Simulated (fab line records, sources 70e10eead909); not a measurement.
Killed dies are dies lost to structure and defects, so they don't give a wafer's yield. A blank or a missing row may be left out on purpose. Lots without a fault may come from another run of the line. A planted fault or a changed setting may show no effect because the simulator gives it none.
fab line records | flow nand_harc
record lots=6 wafers=18 last_day=23
route steps=1159 shown A_ONON_D1@432
lots that met no fault: from a run of the same line without faults
start_h: hours from the record's first day to the start of the lot's first wafer shown | wait_h: hours since the lot's step before | " the same as in the row above | L1.1+2: a row that stands for several wafers | - no value, or no start given | * or withheld: withheld | < > ~ a bound
route shown NAME@n: a module of which the file shows steps, and the number in the route of the first | usual: mean/standard deviation of fault-free wafers | same: alike in all rows | chamber/n: place in a boat | sites: the reading at each site | _std_site: their standard deviation | _edge_site: outer sites' mean less inner sites' | radius_mm: how far each site lies from the wafer's centre | mask NAME#n: copy n | behind: the tool/chamber that last shaped the wafer | hold: why the lot was held/for how many hours/how that ended | device: the transistor (n, p or np) that didn't switch | end of line: the same wafers' tests at the end of the route | a step without rows: its recipe alone | killed: dies lost to structure and defects at the first sort, not the wafer's yield | map: a wafer's dies, x killed, . not, _ none there
set.NAME: the setting as run; set.NAME@STEP: as run at that earlier step | model.NAME: the simulator's own value behind a step, which no gauge read
lots at some steps of the route; a table a step, a row a wafer
services: from which hour (start_h, from the record's first day; less than 0 if before it) a tool's chamber was out of use, for how many hours, and why
## steps
# step NHARC_A_ONON_D1_DEP_12
# recipe target_thk_a=10000 n2_flow_sccm=2750 n2o_flow_sccm=2000 nh3_flow_sccm=500 sih4_flow_sccm=210 temp_c=400
# step NHARC_A_ONON_D1_THK_MEAS_14
# recipe thk_meas_gauge=ellipsometry
# usual thk_nm=998/6.7
# columns lot.wafer tool chamber start_h wait_h thk_nm
L853.2 film_metro-02 - 166.24 - 994
L853.4 " - " " 994
L853.6 " - " " 993
L860.1 film_metro-02 - 206.15 - 1005
L860.3 " - " " 1006
L860.6 " - " " 1007
L861.2 film_metro-01 - 209.89 - 1002
L861.3 " - " " 1004
L861.5 " - " " 1005
L870.2 film_metro-01 - 268.38 - 1002
L870.4 " - " " 1003
L870.6 " - " " 1001
L871.2 film_metro-02 - 268.50 - 999
L871.5 " - " " 998
L871.6 " - " " 997
L872.3 film_metro-01 - 278.66 - 992
L872.4 " - " " 993
L872.6 " - " " 993
# step NHARC_A_ONON_D1_ANNEAL_15
# recipe temp_c=750 time_s=3600
# step NHARC_A_ONON_D1_DEP_16
# recipe target_thk_a=10000 n2_flow_sccm=2750 n2o_flow_sccm=2000 nh3_flow_sccm=500 sih4_flow_sccm=210 temp_c=400
# step NHARC_A_ONON_D1_THK_MEAS_18
# recipe thk_meas_gauge=ellipsometry
# usual thk_nm=1003/9.6
# columns lot.wafer tool chamber start_h wait_h thk_nm
L853.2 film_metro-01 - 173.88 - 986
L853.4 " - " " 987
L853.6 " - " " 988
L860.1 film_metro-01 - 214.87 - 1008
L860.3 " - " " 1008
L860.6 " - " " 1007
L861.2 film_metro-02 - 215.22 - 994
L861.3 " - " " 993
L861.5 " - " " 994
L871.2 film_metro-02 - 275.48 - 1010
L871.5 " - " " 1010
L871.6 " - " " 1011
L870.2 film_metro-02 - 275.50 - 992
L870.4 " - " " 993
L870.6 " - " " 990
L872.3 film_metro-02 - 285.68 - 1009
L872.4 " - " " 1009
L872.6 " - " " 1009
# step NHARC_A_ONON_D1_DEP_19
# recipe target_thk_a=10000 n2_flow_sccm=2750 n2o_flow_sccm=2000 nh3_flow_sccm=500 sih4_flow_sccm=210 temp_c=400
# step NHARC_A_ONON_D1_THK_MEAS_21
# recipe thk_meas_gauge=ellipsometry
# usual thk_nm=1000/9.6
# columns lot.wafer tool chamber start_h wait_h thk_nm
L853.2 film_metro-01 - 174.75 - 1014
L853.4 " - " " 1013
L853.6 " - " " 1014
L860.1 film_metro-01 - 215.44 - 992
L860.3 " - " " 991
L860.6 " - " " 992
L861.2 film_metro-02 - 215.79 - 993
L861.3 " - " " 994
L861.5 " - " " 996
L871.2 film_metro-02 - 276.04 - 1001
L871.5 " - " " 1001
L871.6 " - " " 1002
L870.2 film_metro-01 - 276.07 - 998
L870.4 " - " " 995
L870.6 " - " " 995
L872.3 film_metro-02 - 286.25 - 1002
L872.4 " - " " 1002
L872.6 " - " " 1001
# step NHARC_A_ONON_D1_DEP_22
# recipe target_thk_a=10000 n2_flow_sccm=2750 n2o_flow_sccm=2000 nh3_flow_sccm=500 sih4_flow_sccm=210 temp_c=400
# step NHARC_A_ONON_D1_THK_MEAS_24
# recipe thk_meas_gauge=ellipsometry
# usual thk_nm=1000/10
# columns lot.wafer tool chamber start_h wait_h thk_nm
L853.2 film_metro-01 - 175.45 - 1006
L853.4 " - " " 1008
L853.6 " - " " 1007
L860.1 film_metro-02 - 216.01 - 984
L860.3 " - " " 982
L860.6 " - " " 985
L861.2 film_metro-01 - 216.36 - 999
L861.3 " - " " 999
L861.5 " - " " 1001
L871.2 film_metro-02 - 276.61 - 1003
L871.5 " - " " 1004
L871.6 " - " " 1005
L870.2 film_metro-01 - 276.63 - 1002
L870.4 " - " " 1002
L870.6 " - " " 1003
L872.3 film_metro-01 - 286.82 - 998
L872.4 " - " " 999
L872.6 " - " " 998
# step NHARC_A_ONON_D1_DEP_25
# recipe target_thk_a=10000 n2_flow_sccm=2750 n2o_flow_sccm=2000 nh3_flow_sccm=500 sih4_flow_sccm=210 temp_c=400
# step NHARC_A_ONON_D1_THK_MEAS_27
# recipe thk_meas_gauge=ellipsometry
# usual thk_nm=1002/10
# columns lot.wafer tool chamber start_h wait_h thk_nm
L853.2 film_metro-01 - 176.02 - 1014
L853.4 " - " " 1012
L853.6 " - " " 1014
L860.1 film_metro-01 - 216.56 - 1022
L860.3 " - " " 1024
L860.6 " - " " 1022
L861.2 film_metro-01 - 216.92 - 1009
L861.3 " - " " 1008
L861.5 " - " " 1009
L871.2 film_metro-02 - 277.17 - 1000
L871.5 " - " " 1000
L871.6 " - " " 1001
L870.2 film_metro-01 - 277.20 - 1000
L870.4 " - " " 1000
L870.6 " - " " 1000
L872.3 film_metro-01 - 287.38 - 1000
L872.4 " - " " 1002
L872.6 " - " " 1000
# step NHARC_A_ONON_D1_DEP_28
# recipe target_thk_a=10000 n2_flow_sccm=2750 n2o_flow_sccm=2000 nh3_flow_sccm=500 sih4_flow_sccm=210 temp_c=400
# columns lot.wafer tool chamber start_h wait_h
L853.2+4+6 pecvd_onon-03 0 176.15 0.1
L860.1+3+6 pecvd_onon-02 0 216.62 0.1
L861.2+3+5 pecvd_onon-02 0 217.04 0.1
L871.2+5+6 pecvd_onon-03 0 277.28 0.1
L870.2+4+6 pecvd_onon-04 0 277.32 0.1
L872.3+4+6 pecvd_onon-02 0 287.55 0.2
# step NHARC_A_ONON_D1_THK_MEAS_30
# recipe thk_meas_gauge=ellipsometry
# usual thk_nm=997/11
# columns lot.wafer tool chamber start_h wait_h thk_nm
L853.2 film_metro-01 - 176.59 - 984
L853.4 " - " " 984
L853.6 " - " " 984
L860.1 film_metro-01 - 217.13 - 1120
L860.3 " - " " 1121
L860.6 " - " " 1122
L861.2 film_metro-01 - 217.49 - 1094
L861.3 " - " " 1092
L861.5 " - " " 1092
L871.2 film_metro-02 - 277.73 - 996
L871.5 " - " " 996
L871.6 " - " " 994
L870.2 film_metro-02 - 277.77 - 995
L870.4 " - " " 996
L870.6 " - " " 994
L872.3 film_metro-02 - 287.94 - 977
L872.4 " - " " 975
L872.6 " - " " 977
# step NHARC_A_ONON_D1_DEP_33
# recipe target_thk_a=2000 temp_c=400 pressure_torr=6.5 rf_w=900 teos_flow_sccm=161.4 flow_sccm=2650 target_thk_nm=200 gas=O2 material=SiO2
# usual chamber_pressure_Torr=6.501/0.015 heater_power_w=567/120 throttle_valve_pct=15.9/0.48
# columns lot.wafer tool chamber start_h wait_h chamber_pressure_Torr heater_power_w throttle_valve_pct
L853.2 pecvd-01 0 176.74 0.1 6.484 474 16.0
L853.4 " 2 " " 6.516 670 15.9
L853.6 " 0 " " 6.521 480 15.9
L860.3 pecvd-02 1 217.19 0.1 6.504 656 16.8
L860.1 " 2 " " 6.521 406 15.5
L860.6 " 0 " " 6.531 528 15.7
L861.2 pecvd-03 1 217.62 0.1 6.523 553 16.2
L861.3 " 2 " " 6.503 532 16.1
L861.5 " 0 " " 6.463 766 15.1
L871.2 pecvd-03 1 277.79 0.1 6.474 471 16.4
L871.6 " 1 " " 6.518 497 16.3
L871.5 " 2 " " 6.507 459 16.1
L870.2 pecvd-01 2 277.88 0.1 6.521 639 15.3
L870.4 " 1 " " 6.507 631 16.0
L870.6 " 0 " " 6.526 530 15.8
L872.3 pecvd-03 1 288.00 0.1 6.516 563 16.4
L872.6 " 1 " " 6.495 555 16.2
L872.4 " 2 " " 6.507 440 16.0
## services
# columns tool chamber start_h hours kind
pecvd_onon-03 - 153.00 13.0 pm
pecvd-02 - 153.20 13.0 pm
pecvd-02 0 153.20 13.0 vent_cycle
pecvd-02 1 153.20 13.0 vent_cycle
pecvd-02 2 153.20 13.0 vent_cycle
pecvd-02 0 166.20 - clean
pecvd-02 1 166.20 - clean
pecvd-02 2 166.20 - clean
pecvd-02 0 186.82 3.2 repair
pecvd_onon-04 - 237.28 13.0 pm
pecvd-01 - 237.88 13.0 pm
pecvd-01 0 237.88 13.0 vent_cycle
pecvd-01 1 237.88 13.0 vent_cycle
pecvd-01 2 237.88 13.0 vent_cycle
pecvd-01 0 250.88 - clean
pecvd-01 1 250.88 - clean
pecvd-01 2 250.88 - clean
## key
first_sign step=NHARC_A_ONON_D1_THK_MEAS_30 reading=thk_nm direction=up sigmas=9.8 usual=997 struck=1107
effect none on later readings
met_at NHARC_A_ONON_D1_DEP_28
struck_wafers L860.1,L860.3,L860.6,L861.2,L861.3,L861.5
later_rows_left_out L860.1,L860.3,L860.6,L861.2,L861.3,L861.5
sort_left_out L860.1,L860.3,L860.6,L861.2,L861.3,L861.5
tester_left_out L860,L861
fault kind=process_parameter_drift tool=pecvd_onon-02 chamber=- onset_h=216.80 steps=NHARC_A_ONON_D1_DEP_28 channel=target_thk_a offset=* shape=step end_h=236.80 acts_in=* stated=*
# tester_left_out: of these lots the tester's yield and bins aren't shown, on N5 and GAA mostly nor the transistor test; their killed dies are dies lost to structure and defects alone, not to doping, threshold or leakage, so they don't give the yield
# sort_left_out: the simulated sort isn't trusted on such a fault, so these wafers' sort isn't shown, and their yield isn't known
# later_rows_left_out: the simulator's readings of these wafers behind a module that went badly wrong aren't trusted and aren't shown, but for the sort
